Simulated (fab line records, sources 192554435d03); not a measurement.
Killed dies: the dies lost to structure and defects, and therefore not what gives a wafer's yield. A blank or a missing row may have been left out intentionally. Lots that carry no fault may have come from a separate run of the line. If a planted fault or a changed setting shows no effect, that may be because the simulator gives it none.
Split-lot trial	flow n5_finfet	7 lots, 39 wafers read, on a route of 1938 steps

SPLIT DETAILS
At N5_HKMG_FIN_EXPOSE_46 (exposes mask NDIPOLE), the setting dose_mj was moved away from the recipe's 40 on 12 of the 39 wafers read, by -7.6% to +6.4%. This setting was run at the recipe's value on the other wafers.

FROM THE SPLIT TO THE READING: what the file shows between them, 2 steps
- N5_HKMG_FIN_PEB_47: peb time 60 s
- N5_HKMG_FIN_DEVELOP_48: develop time 30 s

THE READING
Shown in nm: cd_nm at N5_HKMG_FIN_CD_MEAS_49, with target cd 202 nm. Typical for fault-free wafers on this fab line: 202.1 nm, with standard deviation 0.51 nm.

wafer	tool, chamber at the split	dose_mj as run	against the recipe	cd_nm, nm	against lot-mates on the recipe
L074.1	arfi_scanner-03, 0	40	recipe	202.2	-
L074.2	arfi_scanner-03, 0	40	recipe	203.2	-
L074.3	arfi_scanner-03, 0	40	recipe	202.5	-
L074.4	arfi_scanner-03, 0	40	recipe	203.0	-
L074.5	arfi_scanner-03, 0	40	recipe	202.3	-
L074.6	arfi_scanner-03, 0	40	recipe	202.2	-
L077.1	arfi_scanner-03, 0	42.56	+6.4%	205.5	+3.8
L077.2	arfi_scanner-03, 0	40	recipe	201.7	-
L077.3	arfi_scanner-03, 0	42.56	+6.4%	205.9	+4.2
L077.4	arfi_scanner-03, 0	42.56	+6.4%	205.7	+4.0
L077.5	arfi_scanner-03, 0	40	recipe	201.3	-
L077.6	arfi_scanner-03, 0	40	recipe	202.0	-
L080.1	arfi_scanner-02, 0	41.34	+3.4%	203.6	+1.6
L080.2	arfi_scanner-02, 0	40	recipe	202.1	-
L080.3	arfi_scanner-02, 0	41.34	+3.4%	204.1	+2.1
L080.4	arfi_scanner-02, 0	41.34	+3.4%	204.3	+2.3
L080.5	arfi_scanner-02, 0	40	recipe	202.0	-
L080.6	arfi_scanner-02, 0	40	recipe	201.9	-
L082.1	arfi_scanner-03, 0	40	recipe	202.8	-
L082.2	arfi_scanner-03, 0	40	recipe	202.3	-
L082.3	arfi_scanner-03, 0	40	recipe	202.3	-
L082.4	arfi_scanner-03, 0	40	recipe	202.7	-
L082.5	arfi_scanner-03, 0	40	recipe	202.3	-
L082.6	arfi_scanner-03, 0	40	recipe	201.6	-
L090.1	arfi_scanner-02, 0	38.03	-4.9%	199.7	-2.3
L090.2	arfi_scanner-02, 0	40	recipe	202.5	-
L090.3	arfi_scanner-02, 0	38.03	-4.9%	199.2	-2.8
L090.4	arfi_scanner-02, 0	38.03	-4.9%	199.1	-2.9
L090.5	arfi_scanner-02, 0	40	recipe	202.0	-
L090.6	arfi_scanner-02, 0	40	recipe	201.4	-
L091.1	arfi_scanner-01, 0	40	recipe	202.3	-
L091.3	arfi_scanner-01, 0	40	recipe	202.1	-
L091.6	arfi_scanner-01, 0	40	recipe	202.3	-
L094.1	arfi_scanner-03, 0	40	recipe	201.7	-
L094.2	arfi_scanner-03, 0	36.96	-7.6%	196.5	-5.1
L094.3	arfi_scanner-03, 0	36.96	-7.6%	197.5	-4.1
L094.4	arfi_scanner-03, 0	36.96	-7.6%	197.4	-4.2
L094.5	arfi_scanner-03, 0	40	recipe	202.0	-
L094.6	arfi_scanner-03, 0	40	recipe	201.1	-

THE FIT
A straight line over all 39 wafers: cd_nm changes by +0.602 nm for each +1% of dose_mj; r = +0.97; the points scatter about the line by 0.47 nm.
The same after taking each lot's own level away (the mean of its wafers on the recipe; 39 wafers): +0.593 nm for each +1%; r = +0.98; scatter 0.35 nm.
Per that fit: largest dose_mj move, reading shift of 4.5 nm.
The span of the lots' own levels, 201.60 to 202.57 nm, comes to 1.9 times the standard deviation stated above.
Consequently the slope shifts little with the lot-to-lot level, the two slopes agreeing.
Check: with one of the wafers moved furthest among these (-7.6%) left out of the fit, the line predicts -4.34 nm for it against its lot-mates. Against them it came out at -5.1 nm.

THE WHOLE CHAIN: every reading that the file lists as answering this split, in the file's order
step	what it does	reading	change (the file's fit)	r (the file's)
N5_HKMG_FIN_CD_MEAS_49	target cd 202 nm	cd_nm	+0.591 nm for each +1% of the setting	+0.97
N5_HKMG_FIN_ETCH_54	etches SiARC in CF4, target depth 45.5 nm, time 75.8 s	HKMG_FIN.cd_offset_nm (the simulator's own value, which no gauge read)	+0.589 nm for each +1% of the setting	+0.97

THE FILE'S OWN FIT
cd_nm changes by +0.591 nm for each +1% of dose_mj, r = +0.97.
